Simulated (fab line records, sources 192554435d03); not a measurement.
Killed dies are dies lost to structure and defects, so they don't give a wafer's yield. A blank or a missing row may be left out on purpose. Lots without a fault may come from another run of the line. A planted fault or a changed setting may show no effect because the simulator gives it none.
A struck lot beside a sound one | flow n5_finfet | 15 steps out of a route of 1938
Sound: wafers L429.3, L429.4, L429.6. Struck: wafer L448.5. (L448.4, L448.6 of the same lot were not struck and are left out.) The cause comes at the end.
At each step with rows: each side's tool, then ch and its chambers, then its first start. Under that, the readings that differ: sound wafers | struck wafers | difference of the means | sigmas: that difference in standard deviations of wafers without a fault.
alike: readings whose means differ by less than 2 such deviations, and words and numbers that are the same on both sides. not compared: withheld readings, readings that some wafer has no value for, bounds like >300 that may hide the same value, and numbers for which the record gives no deviation and whose values overlap.
The two part at a step that has a row with sigmas, a row that says differs or no value, or rows on one side only. Numbers that don't overlap but have no deviation are shown without sigmas and don't part them. A reading that every wafer of one side lacks parts them only if that side has two wafers or more.

first, 4 steps without rows for these wafers: N5_BEOL_M4_SOFTBAKE_23 (time 60 s); N5_BEOL_M4_EXPOSE_25 (exposes mask V3, defocus 5 nm); N5_BEOL_M4_PEB_26 (peb time 60 s); N5_BEOL_M4_DEVELOP_27 (develop time 30 s).
N5_BEOL_M4_CD_MEAS_28: target cd 26.2 nm, target cd y 24.1 nm.
  sound on cd_sem-03 ch 0, day 10 13:52; struck on cd_sem-03 ch 0, day 15 15:32
  alike: cd_nm
N5_BEOL_M4_OVL_MEAS_29:
  sound on overlay-02 ch 0, day 10 13:54; struck on overlay-01 ch 0, day 15 15:35
  reading     | sound          | struck | difference | sigmas
  V3_OVL (nm) | -0.9 -1.2 -1.1 | 0.9    | +2.0       | +3
N5_BEOL_M4_INSPECT_30: inspects for defects (brightfield).
  sound on defect_inspect-01, day 10 13:57; struck on defect_inspect-02, day 15 15:38
  alike: raw_defect_count
N5_BEOL_M4_DESCUM_33: chemistry O2, time 7 s.
  sound on rie_diel-04 ch 0,3, day 10 14:06; struck on rie_diel-06 ch 3, day 15 15:40
  reading                         | sound             | struck | difference | sigmas
  oes_product_au (a.u.)           | 0.92 0.75 0.91    | 0.71   | -0.15      | -2
  rf_vpp_V (V)                    | 245.2 244.8 245.4 | 241.5  | -3.6       | -3
  showerhead_plenum_p_Torr (Torr) | 2.22 2.17 2.22    | 2.08   | -0.12      | -2
  alike: drypump_motor_current_A, throttle_valve_pct
  not compared: rf_hours_counter_h
N5_BEOL_M4_ETCH_77: etches underlayer in N2/H2, target depth 6.5 nm, time 5.2 s.
  sound on rie_diel-04 ch 0,3, day 10 14:08; struck on rie_diel-06 ch 3, day 15 15:42
  reading                         | sound          | struck | difference | sigmas
  etch_rf_on_time_s (s)           | 5.10 5.16 5.01 | 5.22   | +0.13      | +2
  oes_product_au (a.u.)           | 0.78 0.63 0.79 | 0.59   | -0.14      | -2
  showerhead_plenum_p_Torr (Torr) | 2.71 2.63 2.71 | 2.52   | -0.16      | -2
  alike: drypump_motor_current_A, n2_flow_sccm, rf_vpp_V, throttle_valve_pct
  not compared: rf_hours_counter_h
N5_BEOL_M4_ETCH_69: etches SiARC in CF4, target depth 15.6 nm, time 26 s.
  sound on rie_diel-04 ch 0,3, day 10 14:09; struck on rie_diel-06 ch 3, day 15 15:43
  reading                         | sound          | struck | difference | sigmas
  oes_product_au (a.u.)           | 0.78 0.64 0.78 | 0.61   | -0.12      | -2
  showerhead_plenum_p_Torr (Torr) | 2.27 2.21 2.27 | 2.12   | -0.13      | -2
  alike: drypump_motor_current_A, etch_rf_on_time_s, rf_vpp_V, throttle_valve_pct
  not compared: rf_hours_counter_h
N5_BEOL_M4_ALD_98: deposits SiO2, target thk 2.5 nm, pulse time 1 s, co reactant pulse time 1 s.
  sound on ald_sin-01 ch 0,2,3, day 10 14:14; struck on ald_sin-02 ch 1, day 15 15:48
  alike: heater_power_w, precursor_pulse_height_rel
N5_BEOL_M4_ETCHBACK_99: etches SiO2 in CHF3, target depth 5 nm, time 10.4 s.
  sound on rie_diel-01 ch 0,3, day 10 15:04; struck on rie_diel-01 ch 2, day 15 17:25
  reading                         | sound          | struck | difference | sigmas
  showerhead_plenum_p_Torr (Torr) | 2.17 2.26 2.17 | 2.08   | -0.12      | -2
  alike: drypump_motor_current_A, oes_product_au, rf_vpp_V, throttle_valve_pct
  not compared: rf_hours_counter_h
N5_BEOL_M4_ETCH_70: etches SOC in N2/H2, target depth 80 nm, overetch 24 nm, time 130 s.
  sound on rie_diel-01 ch 0,3, day 10 15:05; struck on rie_diel-01 ch 2, day 15 17:27
  reading                                    | sound       | struck | difference | sigmas
  model.SiARC_of_BEOL_M4_COAT_68.thk_nm (nm) | 5.8 5.8 5.8 | 6.4    | +0.6       |
  alike: drypump_motor_current_A, n2_flow_sccm, oes_product_au, rf_vpp_V, showerhead_plenum_p_Torr, throttle_valve_pct
  not compared: rf_hours_counter_h
then, 1 step without rows for these wafers: N5_BEOL_M4_STRIP_71 (strips in N2/H2).
N5_BEOL_M4_RC_MEAS_101:
  sound on prober-02 ch 0, day 10 19:29; struck on prober-02 ch 0, day 15 22:20
  reading       | sound          | struck | difference | sigmas
  DIBL_N (mV/V) | 35.4 37.0 35.7 | 33.5   | -2.5       | -2
  alike: DIBL_P, IOFF_N, IOFF_P, ION_N, ION_P, SS_N, SS_P, VT_N, VT_P

WHERE THEY PART
First at N5_BEOL_M4_OVL_MEAS_29; last, within this record, at N5_BEOL_M4_RC_MEAS_101.

WHY: what the simulator had put in
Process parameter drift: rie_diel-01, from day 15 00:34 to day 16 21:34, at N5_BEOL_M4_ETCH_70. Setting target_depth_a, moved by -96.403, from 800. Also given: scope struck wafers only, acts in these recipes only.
